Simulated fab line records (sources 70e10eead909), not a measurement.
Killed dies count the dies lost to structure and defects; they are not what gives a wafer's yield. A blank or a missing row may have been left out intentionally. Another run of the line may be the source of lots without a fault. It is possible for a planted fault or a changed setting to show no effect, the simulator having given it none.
8D (eight disciplines) problem report, filled in by code    flow nand harc    the parts of the form that need people (team, actions taken, sign-off) are left out

## 1. WHAT WENT WRONG
Mean of rf fwd power W at NHARC_A_STAIRCASE_DEP_301: 489.4 W across 3 wafers in 2 lots; on wafers with no fault it is 348.5 W (standard deviation 1.2). So: +99 or more standard deviations from the usual mean.
The step: deposits SiON, target thk 30 nm.
Seen first at day 20 05:03 on pecvd-01, wafer L765.2. The record has a number at this step for 33 wafers belonging to 11 lots. By rule, "out" or "out of limits" means more than 4 standard deviations away from the usual mean. Any other wafer with a number is counted as sound.

## 2. WHAT IT IS AND WHAT IT IS NOT
question                     is                      is not
which readings at this step  rf fwd power W          heater power w, susceptor temp C
which lots                   L765, L767              L758, L760, L766, L775, L776, L777, L778, L779, L780
which wafers of those lots   L765.2, L765.6, L767.2  L765.5, L767.3, L767.4
read on which tools          pecvd-01                pecvd-02, pecvd-04
when                         from day 20 05:03       up to then (10 sound wafers); but 20 sound wafers of L767, L775, L776, L777, L778, L779, L780 came after

## 3. WHAT RULES OUT EACH SUSPECT
Counting: any tool at a process step up to the reading remains a suspect provided it ran every lot that is out. Sound lots after the first of them don't rule it out here, since some wafers of a struck lot are sound.
- pecvd-01 at NHARC_A_STAIRCASE_DEP_301 (deposits SiON, target thk 30 nm): kept. It processed each lot that is out (first: L765, day 20 05:03); up to then, its last sound lot is L766 (day 19 18:23). Its own readings are out on those wafers: rf fwd power W.
- At NHARC_A_STAIRCASE_DEP_301, inside pecvd-01: chamber 0 took the wafers that are out, while their sound lot-mates went through chambers 1, 2.
Remaining after the count: pecvd-01 at NHARC_A_STAIRCASE_DEP_301.

## 4. THE CAUSE (what the simulator had put in)
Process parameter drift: pecvd-01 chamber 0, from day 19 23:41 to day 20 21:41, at NHARC_A_STAIRCASE_DEP_301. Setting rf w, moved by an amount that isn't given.
Only this tool survived the counting.

## 5. SEQUENCE OF EFFECTS, ordered by route
Rows list readings where the struck wafers' mean (over those with a number) sits beyond 3 standard deviations from the usual. Scope: only readings with a usual standard deviation given in the record; hours: median across lots of the time from each lot's start at the first step in this table that gives one to its start at this step; sigmas: change in usual standard deviations.
hours  step                       reading         usual    on struck wafers  change  sigmas
0      NHARC_A_STAIRCASE_DEP_301  rf fwd power W  348.5 W  489.4             +140.9  +99 or more
It contains these process steps:
- NHARC_A_STAIRCASE_DEP_301: deposits SiON, target thk 30 nm.
Later steps that measure or inspect, where all struck wafers having a row at the step show a number for every such reading and not one has moved that far: NHARC_END_SORT_01.

## 6. HOW IT WOULD HAVE BEEN CAUGHT EARLIER
First out-of-limits reading in this record: day 20 05:03, which is 5 hours after fault onset at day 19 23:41.
